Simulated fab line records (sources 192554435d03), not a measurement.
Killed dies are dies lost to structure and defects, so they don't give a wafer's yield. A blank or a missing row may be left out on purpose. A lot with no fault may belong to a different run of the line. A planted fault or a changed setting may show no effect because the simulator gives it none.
fab line records | flow n5-finfet
record: lots: 7 wafers: 39
route steps=1938 shown DUMMY_GATE@246 SD_EPI_N@288 SD_EPI_P@321 HKMG_FIN@427
start-h: hours from the record's first day to the start of the lot's first wafer shown | wait-h: hours since the lot's step before | " same as the row above | L1.1+2: a single row standing in for several wafers | - either no value or no given start | * or withheld: withheld | < > ~ a bound
route shown NAME@n: NAME is a module with steps in the file, n the number in the route of the first one | usual: mean/standard deviation of fault-free wafers | same: alike in all rows | chamber/n: place in a boat | sites: the reading at each site | _std_site: how widely they spread, as a standard deviation | _edge_site: inner sites' mean taken away from outer sites' mean | radius-mm: for every site, how far away it sits from the centre of the wafer | mask NAME#n: copy n | behind: the last tool/chamber to shape the wafer | hold: reason for holding the lot/hours on hold/outcome of the hold | device: names the non-switching transistor (n, p or np) | end of line: tests of these same wafers at the route's end | a step given without rows: its recipe and nothing more | killed: count of dies lost to structure and defects at first sort (not the wafer's yield) | map: dies across one wafer; x = killed, . = not, _ = none there
set.NAME: the setting the step ran with; set.NAME@STEP: the setting that earlier step ran with | model.NAME: the simulator's own value behind a step, which no gauge read
lots run with intentionally changed settings; tables by step, rows by wafer
== steps ==
step: N5_DUMMY_GATE_ETCH_32
recipe: chemistry: CF4 target: SiO2 target-depth-a: 35 time-s: 3.9 ion-energy-ev: 350 pressure-mtorr: 10 icp-w: 800 bias-w: 400 cf4-flow-sccm: 80
columns lot.wafer tool chamber start-h wait-h set.time-s model.etch.depth-nm
L078.1 rie-si-04 2 77.23 0.1 3.9 3.572
L078.2 " 3 " " 3.9 3.608
L078.3 " 1 " " 3.282 2.942
L078.4 " 0 " " 3.282 2.89
L078.5 " 3 " " 3.282 3.041
L078.6 " 0 " " 3.9 3.441
L079.1 rie-si-04 0 81.34 0.1 3.9 3.401
L079.2 " 2 " " 3.649 3.295
L079.3 " 1 " " 3.9 3.463
L079.4 " 3 " " 3.9 3.57
L079.5 " 1 " " 3.649 3.254
L079.6 " 0 " " 3.649 3.199
L084.3 rie-si-01 0 107.46 0.1 3.9 3.45
L084.5 " 0 " " 3.9 3.438
L084.6 " 3 " " 3.9 3.561
L093.1 rie-si-01 3 164.35 0.1 3.9 3.547
L093.2 " 0 " " 3.9 3.454
L093.3 " 1 " " 3.9 3.41
L093.4 " 2 " " 4.504 4.033
L093.5 " 1 " " 4.504 3.969
L093.6 " 0 " " 4.504 3.984
L094.1 rie-si-04 0 165.96 0.1 4.559 4.039
L094.2 " 1 " " 3.9 3.477
L094.3 " 2 " " 4.559 4.115
L094.4 " 3 " " 3.9 3.565
L094.5 " 2 " " 3.9 3.515
L094.6 " 3 " " 4.559 4.16
L095.1 rie-si-04 3 173.11 0.1 3.9 3.572
L095.2 " 2 " " 4.685 4.261
L095.3 " 1 " " 3.9 3.461
L095.4 " 0 " " 4.685 4.131
L095.5 " 2 " " 4.685 4.214
L095.6 " 1 " " 3.9 3.485
L096.1 rie-si-05 3 182.69 0.1 3.9 3.379
L096.2 " 2 " " 4.806 4.437
L096.3 " 1 " " 4.806 4.384
L096.4 " 0 " " 3.9 3.697
L096.5 " 1 " " 4.806 4.405
L096.6 " 0 " " 3.9 3.698
step: N5_SD_EPI_N_EPI_21
recipe: material: Si:P dopant: P temp-c: 680 pressure-torr: 255 time-s: 690
columns lot.wafer tool chamber start-h wait-h set.time-s model.Si-P_of_SD_EPI_N_EPI_21.thk-nm
L078.1 epi-rpcvd-02 0 80.35 0.1 690 59
L078.2 " 0 " " 828.8 66.4
L078.3 " 0 " " 828.8 66.6
L078.4+6 " 0 " " 690 58.6
L078.5 " 0 " " 828.8 65.8
L079.1+2 epi-rpcvd-02 0 84.57 0.1 822 67.2
L079.3 " 0 " " 690 59
L079.4 " 0 " " 822 66.8
L079.5 " 0 " " 690 59.8
L079.6 " 0 " " 690 59.4
L084.3 epi-rpcvd-02 0 111.73 0.9 690 58.6
L084.5 " 0 " " 690 59.6
L084.6 " 0 " " 690 58.2
L093.1 epi-rpcvd-01 0 168.88 0.1 690 58.8
L093.2 " 0 " " 690 59.4
L093.3+4+5 " 0 " " 564.4 51.8
L093.6 " 0 " " 690 59
L094.1 epi-rpcvd-03 0 169.61 0.1 590 55.2
L094.2+3 " 0 " " 690 60.2
L094.4+5 " 0 " " 590 54.2
L094.6 " 0 " " 690 60.8
L095.1 epi-rpcvd-03 0 176.50 0.1 735.2 62
L095.2+6 " 0 " " 690 59
L095.3+5 " 0 " " 735.2 61.6
L095.4 " 0 " " 690 59.8
L096.1 epi-rpcvd-02 0 186.31 0.1 690 58.2
L096.2 " 0 " " 690 57.8
L096.3 " 0 " " 575 51.4
L096.4 " 0 " " 575 50.8
L096.5 " 0 " " 690 57.4
L096.6 " 0 " " 575 52
step: N5_SD_EPI_N_EPI_MEAS_23
recipe: mode: xrd
usual: thk-nm: 59.0/1.1
columns lot.wafer tool chamber start-h wait-h set.time-s@SD_EPI_N_EPI_21 thk-nm
L078.1 film-metro-01 - 82.07 1.4 690 58.5
L078.2 " - " " 828.8 67.4
L078.3 " - " " 828.8 65.5
L078.4 " - " " 690 57.8
L078.5 " - " " 828.8 63.9
L078.6 " - " " 690 58.8
L079.1 film-metro-02 - 86.29 1.4 822 68.2
L079.2 " - " " 822 66.8
L079.3 " - " " 690 60.3
L079.4 " - " " 822 65.5
L079.5 " - " " 690 59.4
L079.6 " - " " 690 59.4
L084.3 film-metro-01 - 113.27 1.2 690 59.0
L084.5 " - " " 690 60.6
L084.6 " - " " 690 58.7
L093.1 film-metro-02 - 170.59 1.4 690 57.2
L093.2 " - " " 690 58.3
L093.3 " - " " 564.4 51.3
L093.4 " - " " 564.4 50.6
L093.5 " - " " 564.4 52.2
L093.6 " - " " 690 58.3
L094.1 film-metro-01 - 171.34 1.5 590 54.5
L094.2 " - " " 690 60.1
L094.3 " - " " 690 59.9
L094.4 " - " " 590 53.5
L094.5 " - " " 590 54.2
L094.6 " - " " 690 61.3
L095.1 film-metro-02 - 178.21 1.4 735.2 61.9
L095.2 " - " " 690 59.2
L095.3 " - " " 735.2 58.3
L095.4 " - " " 690 59.4
L095.5 " - " " 735.2 62.3
L095.6 " - " " 690 60.2
L096.1 film-metro-01 - 188.03 1.4 690 57.8
L096.2 " - " " 690 58.4
L096.3 " - " " 575 51.5
L096.4 " - " " 575 52.3
L096.5 " - " " 690 57.9
L096.6 " - " " 575 52.2
step: N5_SD_EPI_P_EPI_21
recipe: material: SiGe:B dopant: B temp-c: 550 pressure-torr: 20 ambient: H2 time-s: 355
columns lot.wafer tool chamber start-h wait-h set.temp-c model.SiGe-B_of_SD_EPI_P_EPI_21.thk-nm
L078.1 epi-rpcvd-04 0 85.87 0.1 550 60.6
L078.2 " 0 " " 550 61.6
L078.3 " 0 " " 551.5 62.8
L078.4 " 0 " " 550 61.2
L078.5 " 0 " " 551.5 63
L078.6 " 0 " " 551.5 63.6
L079.1 epi-rpcvd-01 0 88.86 0.2 552.8 64.6
L079.2 " 0 " " 552.8 66.2
L079.3 " 0 " " 550 60.4
L079.4 " 0 " " 550 61.8
L079.5 " 0 " " 552.8 65.6
L079.6 " 0 " " 550 61.6
L084.3 epi-rpcvd-01 0 119.11 1.1 550 60.8
L084.5+6 " 0 " " 550 61.2
L093.1 epi-rpcvd-02 0 172.99 0.1 550 60.6
L093.2 " 0 " " 552.1 63.6
L093.3 " 0 " " 552.1 63.2
L093.4 " 0 " " 552.1 63.4
L093.5 " 0 " " 550 60.2
L093.6 " 0 " " 550 59.8
L094.1 epi-rpcvd-01 0 173.61 0.1 550 61.6
L094.2 " 0 " " 552.1 65
L094.3 " 0 " " 552.1 64.2
L094.4 " 0 " " 550 60.8
L094.5 " 0 " " 552.1 64.8
L094.6 " 0 " " 550 61.4
L095.1 epi-rpcvd-04 0 180.87 0.2 552.2 63.4
L095.2 " 0 " " 552.2 62.8
L095.3+4 " 0 " " 550 60
L095.5 " 0 " " 550 60.2
L095.6 " 0 " " 552.2 63
L096.1 epi-rpcvd-02 0 192.23 0.1 551.6 62.8
L096.2 " 0 " " 550 59.8
L096.3 " 0 " " 551.6 62.2
L096.4 " 0 " " 551.6 62.4
L096.5 " 0 " " 550 59.6
L096.6 " 0 " " 550 59.4
step: N5_SD_EPI_P_EPI_MEAS_23
recipe: mode: xrd
usual: thk-nm: 61.0/1.3
columns lot.wafer tool chamber start-h wait-h set.temp-c@SD_EPI_P_EPI_21 thk-nm
L078.1 film-metro-01 - 88.06 1.8 550 59.6
L078.2 " - " " 550 62.3
L078.3 " - " " 551.5 64.1
L078.4 " - " " 550 61.3
L078.5 " - " " 551.5 61.9
L078.6 " - " " 551.5 64.7
L079.1 film-metro-02 - 91.78 2.4 552.8 65.2
L079.2 " - " " 552.8 66.9
L079.3 " - " " 550 60.9
L079.4 " - " " 550 61.7
L079.5 " - " " 552.8 66.6
L079.6 " - " " 550 62.1
L084.3 film-metro-02 - 121.09 1.5 550 61.7
L084.5 " - " " 550 61.8
L084.6 " - " " 550 59.6
L093.1 film-metro-02 - 175.19 1.8 550 61.7
L093.2 " - " " 552.1 64.2
L093.3 " - " " 552.1 62.7
L093.4 " - " " 552.1 63.1
L093.5 " - " " 550 59.8
L093.6 " - " " 550 60.5
L094.1 film-metro-01 - 175.80 1.8 550 60.6
L094.2 " - " " 552.1 66.2
L094.3 " - " " 552.1 63.2
L094.4 " - " " 550 60.4
L094.5 " - " " 552.1 66.8
L094.6 " - " " 550 60.4
L095.1 film-metro-01 - 183.81 2.5 552.2 62.2
L095.2 " - " " 552.2 62.4
L095.3 " - " " 550 60.3
L095.4 " - " " 550 60.0
L095.5 " - " " 550 58.8
L095.6 " - " " 552.2 62.7
L096.1 film-metro-02 - 194.42 1.8 551.6 61.7
L096.2 " - " " 550 59.7
L096.3 " - " " 551.6 61.2
L096.4 " - " " 551.6 62.9
L096.5 " - " " 550 59.5
L096.6 " - " " 550 59.5
step: N5_SD_EPI_P_HM_STRIP_48
recipe: chemistry: H3PO4 temp-c: 160 material: SiNx target: SiNx target-depth-a: 30 overetch-fraction: 0.3
columns lot.wafer tool chamber start-h wait-h set.temp-c@SD_EPI_P_EPI_21 model.SiGe-B_of_SD_EPI_P_EPI_21.thk-nm
L078.1 wet-bench-05 7 88.10 0.0 550 60.2
L078.2 " 6 " " 550 61.4
L078.3 " 4 " " 551.5 62.6
L078.4 " 5 " " 550 60.8
L078.5 " 3 " " 551.5 62.8
L078.6 " 0 " " 551.5 63.2
L079.1 wet-bench-05 7 91.82 0.0 552.8 64.2
L079.2 " 1 " " 552.8 65.8
L079.3 " 2 " " 550 60.2
L079.4+6 " 4,0 " " 550 61.4
L079.5 " 3 " " 552.8 65.4
L084.3 wet-bench-05 1 121.13 0.0 550 60.4
L084.5 " 0 " " 550 61
L084.6 " 4 " " 550 60.8
L093.1 wet-bench-05 4 175.22 0.0 550 60.4
L093.2 " 7 " " 552.1 63.4
L093.3 " 5 " " 552.1 62.8
L093.4 " 3 " " 552.1 63.2
L093.5 " 2 " " 550 59.8
L093.6 " 6 " " 550 59.4
L094.1+6 wet-bench-02 5,3 175.84 0.0 550 61.2
L094.2+5 " 2,0 " " 552.1 64.6
L094.3 " 4 " " 552.1 63.8
L094.4 " 1 " " 550 60.6
L095.1 wet-bench-05 2 183.84 0.0 552.2 63
L095.2 " 6 " " 552.2 62.6
L095.3+4 " 3,1 " " 550 59.8
L095.5 " 7 " " 550 60
L095.6 " 0 " " 552.2 62.8
L096.1 wet-bench-02 1 194.46 0.0 551.6 62.4
L096.2+5 " 2,7 " " 550 59.4
L096.3+4 " 0,3 " " 551.6 62
L096.6 " 4 " " 550 59.2
step: N5_HKMG_FIN_EXPOSE_09
recipe: mask-id: NWFM na: 1.35 source-shape: conventional sigma-outer: 0.8 polarization: unpolarized dose-mj: 39.25
columns lot.wafer tool chamber start-h wait-h mask set.dose-mj
L078.1+3+4 arfi-scanner-03 0 106.03 - NWFM#0 39.25
L078.2+5+6 " 0 " " NWFM#0 36.58
L079.1+3+4 arfi-scanner-03 0 108.81 - NWFM#0 42.06
L079.2+5+6 " 0 " " NWFM#0 39.25
L084.3+5+6 arfi-scanner-02 0 138.22 - NWFM#0 39.25
L093.1+4+6 arfi-scanner-03 0 193.80 - NWFM#0 42.3
L093.2+3+5 " 0 " " NWFM#0 39.25
L094.1+2+3+4+5+6 arfi-scanner-02 0 194.11 - NWFM#0 39.25
L095.1+3+6 arfi-scanner-01 0 202.45 - NWFM#0 39.25
L095.2+4+5 " 0 " " NWFM#0 41.93
L096.1+2+3 arfi-scanner-02 0 213.52 - NWFM#0 39.25
L096.4+5+6 " 0 " " NWFM#0 41.13
step: N5_HKMG_FIN_PEB_10
recipe: peb-temp-c: withheld peb-time-s: 60 resist: CAR-ArF
step: N5_HKMG_FIN_DEVELOP_11
recipe: develop-time-s: 30 developer: TMAH resist: CAR-ArF dev-temp-c: 23 rinse-liquid: diw dry: air-spin
step: N5_HKMG_FIN_CD_MEAS_12
recipe: target-cd-nm: 92.8 landing-energy-ev: 500 detector: se-inlens
usual: cd-nm: 93.0/0.51
columns lot.wafer tool chamber start-h wait-h set.dose-mj@HKMG_FIN_EXPOSE_09 cd-nm
L078.1 cd-sem-01 0 106.16 - 39.25 93.1
L078.2 " 0 " " 36.58 89.2
L078.3 " 0 " " 39.25 92.5
L078.4 " 0 " " 39.25 93.3
L078.5 " 0 " " 36.58 88.9
L078.6 " 0 " " 36.58 88.3
L079.1 cd-sem-03 0 108.93 - 42.06 97.2
L079.2 " 0 " " 39.25 92.7
L079.3 " 0 " " 42.06 96.5
L079.4 " 0 " " 42.06 96.9
L079.5 " 0 " " 39.25 92.4
L079.6 " 0 " " 39.25 92.8
L084.3 cd-sem-01 0 138.33 - 39.25 93.3
L084.5 " 0 " " 39.25 92.4
L084.6 " 0 " " 39.25 93.1
L093.1 cd-sem-03 0 193.93 - 42.3 98.0
L093.2 " 0 " " 39.25 93.4
L093.3 " 0 " " 39.25 92.8
L093.4 " 0 " " 42.3 97.9
L093.5 " 0 " " 39.25 92.9
L093.6 " 0 " " 42.3 97.0
L094.1 cd-sem-03 0 194.23 - 39.25 92.7
L094.2 " 0 " " 39.25 93.2
L094.3 " 0 " " 39.25 93.5
L094.4 " 0 " " 39.25 92.0
L094.5 " 0 " " 39.25 93.2
L094.6 " 0 " " 39.25 93.0
L095.1 cd-sem-03 0 202.57 - 39.25 92.4
L095.2 " 0 " " 41.93 96.8
L095.3 " 0 " " 39.25 92.6
L095.4 " 0 " " 41.93 97.3
L095.5 " 0 " " 41.93 97.3
L095.6 " 0 " " 39.25 92.3
L096.1 cd-sem-03 0 213.64 - 39.25 93.3
L096.2 " 0 " " 39.25 91.9
L096.3 " 0 " " 39.25 93.1
L096.4 " 0 " " 41.13 96.3
L096.5 " 0 " " 41.13 96.1
L096.6 " 0 " " 41.13 96.1
== key ==
split: step: N5_DUMMY_GATE_ETCH_32 setting: time-s stated: 3.9 by: wafer
response: step: N5_DUMMY_GATE_ETCH_32 reading: model.etch.depth-nm change: +0.035 per: 1% r: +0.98
split: step: N5_SD_EPI_N_EPI_21 setting: time-s stated: 690 by: wafer
response: step: N5_SD_EPI_N_EPI_21 reading: model.Si-P_of_SD_EPI_N_EPI_21.thk-nm change: +0.391 per: 1% r: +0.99
response: step: N5_SD_EPI_N_EPI_MEAS_23 reading: thk-nm change: * per: 1% r: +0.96
split: step: N5_SD_EPI_P_EPI_21 setting: temp-c stated: 550 by: wafer
response: step: N5_SD_EPI_P_EPI_21 reading: model.SiGe-B_of_SD_EPI_P_EPI_21.thk-nm change: +8.32 per: 1% r: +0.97
response: step: N5_SD_EPI_P_EPI_MEAS_23 reading: thk-nm change: * per: 1% r: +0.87
response: step: N5_SD_EPI_P_HM_STRIP_48 reading: model.SiGe-B_of_SD_EPI_P_EPI_21.thk-nm change: +8.25 per: 1% r: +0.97
split: step: N5_HKMG_FIN_EXPOSE_09 setting: dose-mj stated: 39.25 by: wafer
response: step: N5_HKMG_FIN_CD_MEAS_12 reading: cd-nm change: +0.624 per: 1% r: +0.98
